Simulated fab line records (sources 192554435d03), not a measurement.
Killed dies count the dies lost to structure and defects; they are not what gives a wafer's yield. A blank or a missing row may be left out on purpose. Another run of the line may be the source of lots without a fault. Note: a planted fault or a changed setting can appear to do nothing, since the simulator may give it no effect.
fab line records | flow n5-finfet
record: lots: 3 wafers: 9 last-day: 17
route steps=1938 shown BEOL_M3@962 PASSIVATION@1936
lots with no fault: from the same line, run without faults
start-h: hours from the record's opening day to when the first of the lot's shown wafers began | wait-h: hours elapsed since this lot's preceding step | " unchanged from the row above | L1.1+2: a single row standing in for several wafers | - no value present, or no start provided | * or withheld: withheld | < > ~ a bound
route shown NAME@n: a module of which the file shows steps, and the number in the route of the first | usual: average and standard deviation across the fault-free wafers | same: alike in all rows | chamber/n: place in a boat | sites: each site's reading | _std_site: standard deviation of those values | _edge_site: inner sites' mean taken away from outer sites' mean | radius-mm: for every site, how far away it sits from the centre of the wafer | mask NAME#n: copy n | behind: the tool/chamber that last shaped the wafer | hold: why the lot went on hold/how many hours it stayed there/how the hold came to an end | device: the transistor (n, p or np) that didn't switch | end of line: the tests these same wafers got at the end of their route | a step without rows: its recipe alone | killed: dies that structure and defects cost at the first sort, which is not the same as the wafer's yield | map: a wafer's dies, marking killed ones x, the rest . and places with no die _
set.NAME: the setting the step ran with; set.NAME@STEP: the setting that earlier step ran with | model.NAME: the simulator's own value behind a step, which no gauge read
lots at some steps of the route; a table a step, a row a wafer
services: from which hour (start-h, from the record's first day; less than 0 if before it) a tool's chamber was out of use, for how many hours, and why
== steps ==
step: N5_BEOL_M3_SOFTBAKE_23
recipe: temp-c: 110 time-s: 60 resist: CAR-EUV
step: N5_BEOL_M3_EXPOSE_25
recipe: mask-id: V2 na: 0.33 source-shape: quasar sigma-inner: 0.2 sigma-outer: 0.8 polarization: unpolarized defocus-nm: 5 dose-mj: 63
step: N5_BEOL_M3_PEB_26
recipe: peb-temp-c: 100 peb-time-s: 60 resist: CAR-EUV
step: N5_BEOL_M3_DEVELOP_27
recipe: develop-time-s: 30 developer: TMAH resist: CAR-EUV rinse-liquid: surfactant-rinse dry: air-spin dev-temp-c: 23
step: N5_BEOL_M3_DESCUM_33
recipe: chemistry: O2 time-s: 7 source-power-w: 50 bias-power-w: 20 pressure-mtorr: 20 rf-frequency-hz: 2.712e+07 temp-c: 40 resist: CAR-EUV o2-flow-sccm: 225
step: N5_BEOL_M3_ETCH_77
recipe: chemistry: N2/H2 target: underlayer target-depth-a: 65 mask-material: CAR-EUV time-s: 5.2 ion-energy-ev: 200 pressure-mtorr: 30 source-w: 840 bias-w: 150 n2-flow-sccm: 200 h2-flow-sccm: 200 ends: cleared
step: N5_BEOL_M3_ETCH_69
recipe: chemistry: CF4 target: SiARC target-depth-a: 156 mask-material: CAR-EUV time-s: 26 ion-energy-ev: 80 pressure-mtorr: 40 source-w: 545 bias-w: 36 Ar_flow_sccm: 100 cf4-flow-sccm: 100 ends: cleared
step: N5_BEOL_M3_ALD_98
recipe: material: SiO2 target-thk-a: 25 temp-c: 100 ald-precursor-family: BDEAS ald-co-reactant: O2-plasma pulse-time-s: 1 co-reactant-pulse-time-s: 1 purge-time-s: 2 co-reactant-purge-time-s: 2 ald-cycles: 17 pressure-torr: 2
step: N5_BEOL_M3_ETCHBACK_99
recipe: chemistry: CHF3 target: SiO2 target-depth-a: 50 time-s: 10.4 source-w: 215 bias-w: 47 Ar_flow_sccm: 200 CHF3_flow_sccm: 12 ion-energy-ev: 100 pressure-mtorr: 30
step: N5_BEOL_M3_ETCH_70
recipe: chemistry: N2/H2 target: SOC target-depth-a: 800 overetch-a: 160 mask-material: SiARC temp-c: 40 time-s: 120 ion-energy-ev: 200 pressure-mtorr: 30 source-w: 840 bias-w: 150 n2-flow-sccm: 200 h2-flow-sccm: 200
usual: drypump-motor-current-A: 5.6/0.46 n2-flow-sccm: 200.0/0.63 oes-product-au: 0.60/0.067 rf-vpp-V: 524.2/2.5 showerhead-plenum-p-Torr: 2.56/0.087 throttle-valve-pct: 17.78/0.19
columns lot.wafer tool chamber start-h wait-h drypump-motor-current-A n2-flow-sccm oes-product-au rf-hours-counter-h rf-vpp-V showerhead-plenum-p-Torr throttle-valve-pct
L234.1 rie-diel-02 3 182.84 0.0 5.9 200.3 0.56 144 524.0 2.56 17.58
L234.3 " 1 " " 5.1 199.9 0.54 231 526.1 2.62 17.88
L234.4 " 3 " " 5.9 200.3 0.56 - 523.2 2.56 17.61
L237.1 rie-diel-06 2 219.56 0.0 6.2 199.9 0.60 131 519.8 2.35 17.81
L237.5 " 0 " " 5.9 199.6 0.69 - 522.3 2.47 17.70
L237.6 " 1 " " 5.1 199.7 0.54 - 519.4 2.40 18.07
L247.1 rie-diel-02 1 266.10 0.0 5.1 199.8 0.76 2 526.0 2.61 17.47
L247.2 " 2 " " 5.6 200.2 0.55 199 526.5 2.63 17.72
L247.6 " 1 " " 5.1 198.5 0.76 - 525.1 2.61 17.45
step: N5_BEOL_M3_STRIP_71
recipe: chemistry: N2/H2 temp-c: 40 n2-flow-sccm: 200 h2-flow-sccm: 200 rf-frequency-hz: 6e+07
step: N5_BEOL_M3_STRIP_78
recipe: chemistry: N2/H2 temp-c: 40 n2-flow-sccm: 200 h2-flow-sccm: 200 rf-frequency-hz: 6e+07
step: N5_BEOL_M3_VIA_ETCH_34
recipe: chemistry: C4F6/O2 target-depth-a: 694 mask-material: SOC pressure-mtorr: 15 ion-energy-ev: 250 taper-deg: 4 time-s: 65.9 source-w: 350 bias-w: 170 Ar_flow_sccm: 300 C4F6_flow_sccm: 10 O2_flow_sccm: 10
step: N5_BEOL_M3_STRIP_83
recipe: chemistry: C4F6/O2 resist: SiARC rf-frequency-hz: 6e+07
step: N5_BEOL_M3_STRIP_36
recipe: chemistry: N2/H2 power-w: 450 temp-c: 40 pressure-mtorr: 20 rf-frequency-hz: 6e+07 overash-fraction: 0.3 bias-power-w: 7 h2-frac: 0.5 n2-flow-sccm: 200 h2-flow-sccm: 200
step: N5_BEOL_M3_TRENCH_ETCH_37
recipe: chemistry: C4F6/O2 target-depth-a: 555.55 target: SiOC time-s: 29.2 ion-energy-ev: 250 pressure-mtorr: 30 source-w: 355 bias-w: 185 Ar_flow_sccm: 300 C4F6_flow_sccm: 10 O2_flow_sccm: 10
step: N5_BEOL_M3_ETCH_41
recipe: chemistry: CH3F/O2 target: SiCN target-depth-a: 299 taper-deg: 2 time-s: 52.5 ion-energy-ev: 120 mask-material: TiN pressure-mtorr: 30 source-w: 395 bias-w: 75 Ar_flow_sccm: 150 CH3F_flow_sccm: 30 O2_flow_sccm: 20
step: N5_BEOL_M3_STRIP_97
recipe: chemistry: N2/H2 time-s: 10 power-w: 450 temp-c: 40 pressure-mtorr: 20 rf-frequency-hz: 6e+07 bias-power-w: 7 n2-flow-sccm: 200 h2-flow-sccm: 200
step: N5_BEOL_M3_HM_STRIP_39
recipe: chemistry: peroxide-tin-strip material: TiN target-depth-a: 250 temp-c: 50 time-s: 158
step: N5_BEOL_M3_SRD_40
recipe: time-s: 30 temp-c: 23 rinse-liquid: diw dry: ipa-marangoni
step: N5_BEOL_M3_PRECLEAN_42
recipe: chemistry: residue-remover time-s: 60 temp-c: 40
step: N5_BEOL_M3_SRD_43
recipe: time-s: 30 temp-c: 23 rinse-liquid: diw dry: ipa-marangoni
step: N5_BEOL_M3_DEGAS_44
recipe: ambient: vacuum temp-c: 250 time-s: 60
step: N5_BEOL_M3_PRE_CLEAN_45
recipe: gas: H2/He time-s: 30 temp-c: 250
step: N5_BEOL_M3_ALD_84
recipe: material: TaN target-thk-a: * temp-c: 275 ald-precursor-family: PDMAT ald-co-reactant: NH3 pressure-torr: 3 carrier-flow-sccm: 1500 pulse-time-s: 2 purge-time-s: 3 co-reactant-purge-time-s: 2 co-reactant-pulse-time-s: 3 ald-cycles: 30 precursor-vessel-temp-c: 75 precursor-vessel-pressure-torr: 26.25 precursor-vessel-carrier-sccm: 1000
step: N5_BEOL_M3_SURFACE_TREAT_85
recipe: gas: Ar time-s: * ion-energy-ev: * ion-current-ma-cm2: 0.5 pressure-mtorr: * ar-flow-sccm: 30
step: N5_BEOL_M3_CVD_47
recipe: material: Co target-thk-a: 30 temp-c: withheld precursor: CCTBA/H2 pressure-torr: 30 time-s: 223.8
step: N5_BEOL_M3_SPUTTER_48
recipe: material: Cu target-thk-a: 45 temp-c: -20 chamber-pressure-pa: 0.07 power-w: withheld time-s: 8.29
step: N5_BEOL_M3_ANNEAL_49
recipe: temp-c: 400 time-s: 240 ambient: vacuum
step: N5_BEOL_M3_SPUTTER_79
recipe: material: Cu target-thk-a: 45 temp-c: -20 chamber-pressure-pa: 0.07 power-w: withheld time-s: 8.29
step: N5_BEOL_M3_ANNEAL_80
recipe: temp-c: 400 time-s: 240 ambient: vacuum
step: N5_BEOL_M3_SPUTTER_81
recipe: material: Cu target-thk-a: 45 temp-c: -20 chamber-pressure-pa: 0.07 power-w: withheld time-s: 8.29
step: N5_BEOL_M3_ANNEAL_82
recipe: temp-c: 400 time-s: 240 ambient: vacuum
step: N5_BEOL_M3_SPUTTER_86
recipe: material: Cu target-thk-a: 45 temp-c: -20 chamber-pressure-pa: 0.07 power-w: withheld time-s: 8.29
step: N5_BEOL_M3_ANNEAL_87
recipe: temp-c: 400 time-s: 240 ambient: vacuum
step: N5_BEOL_M3_SPUTTER_88
recipe: material: Cu target-thk-a: 45 temp-c: -20 chamber-pressure-pa: 0.07 power-w: withheld time-s: 8.29
step: N5_BEOL_M3_ANNEAL_89
recipe: temp-c: 400 time-s: 240 ambient: vacuum
step: N5_PASSIVATION_PROBE_49
usual: defect-limited-yield: 91.2/1.4 killed_at_M0_to_M3: 34/9.7 killed_at_M4_up: 14/5.2 killed-at-contacts: 13/6.7 killed-at-front-end: 39/11 killed-at-other: 3.6/2.6 killed-dies: 104/17 killed-open: 69/12 killed-short: 34/8.2 sort_bin_5_function: 5.3/0.89 sort_bin_6_memory: 3.2/0.69 sort-n-pass: 1076/17 sort-yield-pct: 91.2/1.4
same: gross-dies: 1180 killed-at-back-side: 0 sort_bin_4_leakage[%]: 0 sort_bin_8_speed[%]: 0
columns lot.wafer tool chamber start-h wait-h defect-limited-yield[%] killed_at_M0_to_M3 killed_at_M4_up killed-at-contacts killed-at-front-end killed-at-other killed-dies killed-open killed-short sort_bin_5_function[%] sort_bin_6_memory[%] sort-n-pass sort-yield-pct[%]
L234.1 prober-01 - 317.71 0.0 92.4 43 11 6 30 0 90 54 35 4.2 3.1 1090 92.4
L234.3 prober-01 - 317.81 0.1 89.6 42 11 24 44 2 123 89 31 5.8 4.2 1057 89.6
L234.4 prober-01 - 317.86 0.2 90.2 55 14 16 29 2 116 72 44 5.8 3.6 1064 90.2
L247.2 prober-02 - 409.07 0.1 78.6 186 9 25 27 5 252 52 42 12.0 4.4 928 78.6
killed by level:class
L234.1 BEOL_M0_SAQP:geometric-particle:short=14 BEOL_M0_SAQP:geometric-particle:open=8 FIN_SAQP:geometric-particle:short=7 BEOL_M3:geometric-particle:open=7 MOL_CONTACT_COAG:geometric-particle:open=6 FIN_SAQP:geometric-particle:open=5 BEOL_M1:geometric-particle:open=5 GATE_CUT:geometric-particle:short=4
L234.3 FIN_SAQP:geometric-particle:open=22 MOL_CONTACT_COAG:geometric-particle:open=20 BEOL_M0_SAQP:geometric-particle:open=15 FIN_SAQP:geometric-particle:short=10 BEOL_M0_SAQP:geometric-particle:short=8 BEOL_M1:geometric-particle:open=6 BEOL_M4:geometric-particle:open=6 STI_FIN_REVEAL:geometric-particle:open=4
L234.4 MOL_CONTACT_COAG:geometric-particle:open=13 BEOL_M2:geometric-particle:open=10 BEOL_M0_SAQP:geometric-particle:open=10 BEOL_M0_SAQP:geometric-particle:short=9 BEOL_M1:geometric-particle:open=8 FIN_SAQP:geometric-particle:open=6 BEOL_M2:geometric-particle:short=6 GATE_CUT:geometric-particle:short=6
L247.2 BEOL_M3:unspecified=156 MOL_CONTACT_COAG:geometric-particle:open=17 BEOL_M0_SAQP:geometric-particle:short=10 FIN_SAQP:geometric-particle:short=8 MOL_CONTACT_COAG:geometric-particle:short=8 BEOL_M0_SAQP:geometric-particle:open=8 FIN_SAQP:geometric-particle:open=5 GATE_CUT:geometric-particle:short=3
map L247.2 (x killed, . not)
_________________............________________
______________.................x_____________
___________.......x..........x.....__________
__________........................x._________
________...xx...x......xx.x..........._______
_______................................______
______.x.........x...........x......x..._____
_____.x........x....x..x........x........____
____..............................x.....x.___
___x......xx..xx..............xx.......x...__
___...................x....x...............__
__..x................x......................_
__.........x.......x............x....xx....._
_..............x.xx............x..x..........
_.........x...x..............................
_....................xx.......x.x......xx..x.
_.............x...........x.x................
_....x...................x.xxxx.......x......
_x..........x...........xxxxxxxxx....x.x.....
_.......x...............xxxxxxxxx..x.........
_..x.x.x.x.xx........xxxxxxxxxxxxxxxx........
__..x.....x..x..x......xxxxxxxxxxxxxx......._
__......x...x........x.xxxxxxxxxxxxxxx......_
___xx.......x.......x.xxxxxxxxxxxxxx.......__
___...x..............xxxxxxxxxxxxxx.x...x..__
____x...............x.xxxxxxxxxxxxxxx.....___
_____................x.xxxxxxxxxxxxx.x...____
______..x........x...x.xxxxxxxxx.xx.xx.._____
_______.x.............x..xxxxxx.x.xx...______
________..................x...x......._______
__________x....x..x.x..xx......x...._________
___________.............x..x.....x.__________
______________.................._____________
_________________..........xx________________
map L234.3 (x killed, . not)
_________________...........x________________
______________...............x.x_____________
___________xx.....x....xx..........__________
__________..............x..x........_________
________...........x...xx......x......_______
_______...........................x....______
______.......x.........x...........x...._____
_____..x..............x..................____
____....xx.....x.....x....xx..............___
___.......x.......x..x.....x.............xx__
___....x.x..........x..........x....x......__
__...x..x..x................................_
__..x...xxxx......x.x..x...x......x.....x..._
_..x.x.....................x......x........x.
_..x..........................x....x.........
_..............x.........x..x................
_.x.................x..........x.....x..x..x.
_..........................x.x...x.....x.....
_.........x..................x.....x..x...x..
_.x..x...................x............x.....x
_........x.x......x.x.......................x
__x..........x...x.................x.....x.._
__..............x......xx.....x.x..........._
___........................x.......x.....x.__
___x..x...........................x........__
____x..........x.x........x.x.x.......x...___
_____....................................____
______......x..................x..x...x._____
_______.......x........................______
________...........x.................._______
__________x..........x....x..x...x.._________
___________........................__________
______________.................._____________
_________________x.........x.________________
== services ==
columns tool chamber start-h hours kind
rie-diel-02 0 177.29 - clean
rie-diel-02 0 177.29 - consumable-replace:focus-ring
rie-diel-02 0 177.29 24.5 scheduled-down
rie-diel-02 0 177.29 24.5 vent-cycle
rie-diel-02 1 235.50 - clean
rie-diel-02 1 235.50 - consumable-replace:focus-ring
rie-diel-02 1 235.50 16.7 scheduled-down
rie-diel-02 1 235.50 16.7 vent-cycle
rie-diel-02 - 254.90 8.1 repair
rie-diel-06 1 265.26 - clean
rie-diel-06 1 265.26 - consumable-replace:focus-ring
rie-diel-06 1 265.26 - consumable-replace:showerhead
rie-diel-06 1 265.26 13.6 scheduled-down
rie-diel-06 1 265.26 13.6 vent-cycle
== key ==
first-sign: step: N5_PASSIVATION_PROBE_49 reading: killed_at_M0_to_M3 direction: up sigmas: 16 usual: 34 struck: 186
effect: step: N5_PASSIVATION_PROBE_49 reading: defect-limited-yield direction: down sigmas: 8.8 usual: 91.2 struck: 78.6
more-kills-born-at: N5_BEOL_M3_ETCH_70@rie-diel-02: 156
met-at N5_BEOL_M3_ETCH_70
struck-wafers L247.2
fault: kind: chamber-particle-source tool: rie-diel-02 chamber: 2 onset-h: 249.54 steps: N5_BEOL_M3_ETCH_70 rate-per-visit-cm2: 1.9983 end-h: 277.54
